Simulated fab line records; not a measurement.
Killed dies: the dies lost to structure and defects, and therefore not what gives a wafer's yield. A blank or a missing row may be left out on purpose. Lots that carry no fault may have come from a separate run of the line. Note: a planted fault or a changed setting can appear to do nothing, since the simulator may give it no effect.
A struck lot beside a sound one -- flow nand harc -- 12 steps out of a route of 1159
Sound: these wafers, L839.3, L839.5, L839.6. Wafers L827.3, L827.4, L827.5 were the ones struck. The cause comes at the end.
Per side, at each step with rows, come the tool, then ch with its chambers, and then its first start. Under that, the readings that differ: sound wafers -- struck wafers -- difference of the means -- sigmas: that difference in standard deviations of wafers without a fault.
alike: readings with means less than 2 such deviations apart, plus words and numbers identical on both sides. not compared: withheld readings, readings lacking a value on some wafer, bounds such as >300 that could conceal the same value, and numbers that have no deviation in the record and whose values overlap.
Wherever a step has rows on one side only, a row that says differs or no value, or a row with sigmas, the two part there. Numbers that don't overlap but have no deviation are shown without sigmas and don't part them. Lack of a reading on every wafer of one side parts them only where that side has two or more wafers.

first, 3 steps without rows for these wafers: NHARC_A_STAIRCASE_PEB_439 (peb time 130 s); NHARC_A_STAIRCASE_DEVELOP_440 (time 140 s); NHARC_A_STAIRCASE_HARDBAKE_442 (time 140 s).
NHARC_A_STAIRCASE_DESCUM_443: chemistry O2, time 3 s.
  sound on rie diel-11 ch 2,3, day 16 23:40; struck on rie diel-13 ch 0,1, day 13 23:26
  alike: drypump motor current A, mfc ar sccm, oes product au, rf vpp V, showerhead plenum p Torr, throttle valve pct
  not compared: rf hours counter h
NHARC_A_STAIRCASE_ETCH_444: etches the open film in C4F8/O2, target depth 10200 nm, time 3400 s.
  sound on rie diel-11 ch 0,1, day 16 23:45; struck on rie diel-13 ch 1,2,3, day 13 23:32
  alike: oes product au, rf fwd power W, rf vpp V
  not compared: rf hours counter h
NHARC_A_STAIRCASE_STRIP_446: strips in O2.
  sound on plasma asher-01 ch 0,1, day 17 02:16; struck on plasma asher-01 ch 0,1, day 14 01:53
  alike: drypump motor current A, heater power w
  not compared: rf hours counter h, rf refl power W
then, 3 steps without rows for these wafers: NHARC_A_STAIRCASE_STRIP_447 (strips in SPM, time 900 s); NHARC_A_STAIRCASE_PRECLEAN_448 (cleans in SC1); NHARC_A_STAIRCASE_SRD_449.
NHARC_A_STAIRCASE_CMP_450: polishes SiO2, target thk 200 nm.
  sound on cmp-03 ch 0,3, day 17 03:00; struck on cmp-04 ch 0,1,2, day 14 02:37
  alike: edge zone pressure frac, motor current A
NHARC_A_STAIRCASE_CMP_152: polishes.
  sound on cmp-03 ch 0,3, day 17 03:05; struck on cmp-04 ch 0,1,2, day 14 02:41
  no value came back on the struck wafers for edge zone pressure frac, motor current A (A); on the sound wafers edge zone pressure frac reads 1.001 1.001 0.998
-- record jumps: 6 days between struck wafers' starts before vs after; left off in module A_STAIRCASE, resumes in module END, first step shown is number 1159 of the route --
NHARC_END_SORT_01:
  here the record holds rows for the struck wafers (prober-02 ch 0, day 19 15:43) but none for the sound ones

WHERE THEY PART
Earliest at NHARC_A_STAIRCASE_CMP_152; latest, in this record, at NHARC_END_SORT_01.

WHY: what the simulator had put in
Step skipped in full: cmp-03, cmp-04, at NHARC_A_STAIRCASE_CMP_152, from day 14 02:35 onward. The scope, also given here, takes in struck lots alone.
